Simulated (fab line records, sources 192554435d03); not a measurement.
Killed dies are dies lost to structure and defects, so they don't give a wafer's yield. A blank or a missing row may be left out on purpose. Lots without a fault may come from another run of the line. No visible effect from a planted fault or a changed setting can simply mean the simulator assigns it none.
A struck lot beside a sound one -- flow n5_finfet -- 37 steps out of a route of 1938
Sound: wafers L137.1, L137.3, L137.4. Struck: wafer L139.1. (L139.4, L139.5 of the same lot were not struck and are left out.) The cause comes at the end.
Each step with rows lists, per side, the tool, then ch with its chambers, then its first start. Under that, the readings that differ: sound wafers -- struck wafers -- difference of the means -- sigmas: that difference in standard deviations of wafers without a fault.
alike: readings whose means differ by less than 2 such deviations, and words and numbers that are the same on both sides. not compared: withheld readings, readings that some wafer has no value for, bounds like >300 that may hide the same value, and numbers for which the record gives no deviation and whose values overlap.
The two part at a step that has a row with sigmas, a row that says differs or no value, or rows on one side only. Numbers that have no deviation but don't overlap get no sigmas and don't part them. Lack of a reading on every wafer of one side parts them only where that side has two or more wafers.

first, 9 steps without rows for these wafers: N5_PMOS_HMC_CHANNEL_EPI_EPI_26 (deposits Si from SiH4/H2, target thk 3.8 nm, time 22.7 s); N5_FIN_SAQP_PRECLEAN_42 (cleans in O3/DIW, time 60 s); N5_FIN_SAQP_PRECLEAN_00 (cleans in SC1, time 60 s); N5_FIN_SAQP_PRECLEAN_44 (cleans in SC2, time 45 s); N5_FIN_SAQP_SRD_01 (time 30 s); N5_FIN_SAQP_ALD_61 (deposits SiO2, target thk 4 nm, pulse time 1 s, purge time 2 s); N5_FIN_SAQP_DENSIFY_62 (time 60 s); N5_FIN_SAQP_HM_DEP_03 (deposits SiNx from SiH4/NH3/N2, target thk 38 nm, time 33.6 s); N5_FIN_SAQP_PECVD_47 (deposits a-Si from SiH4/He, target thk 45 nm, time 36.3 s).
N5_FIN_SAQP_PECVD_48: deposits SiNx from SiH4/NH3/N2, target thk 25 nm, time 22.1 s.
  sound on pecvd-03 ch 0,1, day 5 04:53; struck on pecvd-03 ch 1, day 5 15:17
reading,sound,struck,difference,sigmas
model.SiNx_of_FIN_SAQP_PECVD_48.thk_nm (nm),25.03 24.97 25.36,23.64,-1.48,
  alike: chamber_pressure_Torr, heater_power_w, showerhead_plenum_p_Torr, throttle_valve_pct
then, 16 steps without rows for these wafers: N5_FIN_SAQP_PECVD_06 (deposits a-Si from SiH4/He, target thk 60 nm, time 48.1 s); N5_FIN_SAQP_HM_DEP_72 (deposits SiO2 from SiH4/N2O, target thk 12 nm, time 7.2 s); N5_FIN_SAQP_COAT_49 (time 60 s, resist thk 100 nm); N5_FIN_SAQP_COAT_50 (time 60 s, resist thk 35 nm); N5_FIN_SAQP_COAT_10 (resist thk 90 nm); N5_FIN_SAQP_EBR_12; N5_FIN_SAQP_SOFTBAKE_11 (time 60 s); N5_FIN_SAQP_EXPOSE_13 (exposes mask FIN CORE, target cd 35.6 nm); N5_FIN_SAQP_PEB_14 (peb time 60 s); N5_FIN_SAQP_DEVELOP_15 (develop time 30 s); N5_FIN_SAQP_DESCUM_21 (chemistry O2, time 7.9 s); N5_FIN_SAQP_ETCH_51 (etches SiARC in CF4, target depth 45.5 nm, time 75.8 s); N5_FIN_SAQP_ETCH_52 (etches SOC in N2/H2, target depth 100 nm, overetch 20 nm, time 150 s); N5_FIN_SAQP_STRIP_53 (strips in N2/H2); N5_FIN_SAQP_HM_OPEN_73 (chemistry CHF3/O2, target SiO2, stops on a-Si, target depth 12 nm, time 16.8 s); N5_FIN_SAQP_STRIP_74 (strips in CHF3/O2).
N5_FIN_SAQP_MANDREL_ETCH_22: etches a-Si in HBr/Cl2, stops on SiNx, target depth 60 nm, bt time 10 s, time 30 s.
  sound on rie_si-02 ch 1,2,3, day 5 05:58; struck on rie_si-03 ch 1, day 5 16:17
reading,sound,struck,difference,sigmas
rf_hours_counter_h (h),139 133 76,184,+68,
model.SiNx_of_FIN_SAQP_PECVD_48.thk_nm (nm),25.01 24.97 25.27,23.58,-1.50,
  alike: HBr_flow_sccm, drypump_motor_current_A, oes_product_au, throttle_valve_pct
then, 7 steps without rows for these wafers: N5_FIN_SAQP_STRIP_55 (strips in N2/H2); N5_FIN_SAQP_STRIP_23 (strips in SPM, time 750 s); N5_FIN_SAQP_SRD_66 (time 30 s); N5_FIN_SAQP_RECESS_75 (chemistry HF/NH3, target SiO2, target depth 14.4 nm, afs cycles 3, sublimation time 60 s); N5_FIN_SAQP_SPACER1_ALD_24 (deposits SiO2, target thk 20.3 nm, pulse time 1 s, purge time 2 s); N5_FIN_SAQP_SPACER1_ETCHBACK_25 (etches SiO2 in CHF3/O2, target depth 24.4 nm, time 12.2 s); N5_FIN_SAQP_MANDREL1_REMOVE_56 (chemistry HBr/Cl2/O2, target a-Si, stops on SiNx, bt time 10 s).
N5_FIN_SAQP_ETCH_57: etches SiNx in CH3F/O2, target depth 32.5 nm, time 46.4 s.
  sound on rie_diel-04 ch 1,3, day 5 07:52; struck on rie_diel-04 ch 2, day 5 18:05
reading,sound,struck,difference,sigmas
etch_rf_on_time_s (s),45.8 46.4 47.2,43.4,-3.1,-3
model.etch.depth_nm (nm),25.01 24.97 25.27,23.58,-1.50,
  alike: drypump_motor_current_A, oes_product_au, rf_vpp_V, showerhead_plenum_p_Torr, throttle_valve_pct
  not compared: rf_hours_counter_h
-- record jumps: 6 days separate the struck wafers' starts on either side; left off in module FIN_SAQP, taken up again in module BEOL_M4, whose first shown step is the route's number 1111 --
N5_BEOL_M4_RC_MEAS_101:
  sound on prober-01 ch 0, day 11 07:11; struck on prober-02 ch 0, day 11 23:23
reading,sound,struck,difference,sigmas
ION_P (uA/um),447 454 455,472,+20,+3
VT_P (mV),-254.5 -250.8 -248.7,-243.7,+7.6,+3
  alike: DIBL_N, DIBL_P, IOFF_N, IOFF_P, ION_N, SS_N, SS_P, VT_N
-- record jumps: 4 days separate the struck wafers' starts on either side; left off in module BEOL_M4, taken up again in module PASSIVATION, whose first shown step is the route's number 1936 --
N5_PASSIVATION_PROBE_49:
  sound on prober-01 at day 15 09:38; struck on prober-02 at day 16 01:47
reading,sound,struck,difference,sigmas
defect_limited_yield (%),91.9 90.3 91.8,94.7,+3.4,+3
killed_at_M0_to_M3,37 48 38,18,-23,-2
killed_dies,96 115 97,63,-40,-3
killed_short,31 44 32,20,-16,-2
sort_bin_6_memory (%),3.9 3.1 3.2,1.6,-1.8,-3
sort_n_pass,1084 1065 1083,1117,+40,+3
sort_yield_pct (%),91.9 90.3 91.8,94.7,+3.4,+3
  alike: killed_at_M4_up, killed_at_contacts, killed_at_front_end, killed_at_other, killed_on_rim, killed_open, sort_bin_5_function

== WHERE THEY PART ==
Last at N5_PASSIVATION_PROBE_49 as far as this record goes, first at N5_FIN_SAQP_ETCH_57.

WHY: the cause the simulator had injected
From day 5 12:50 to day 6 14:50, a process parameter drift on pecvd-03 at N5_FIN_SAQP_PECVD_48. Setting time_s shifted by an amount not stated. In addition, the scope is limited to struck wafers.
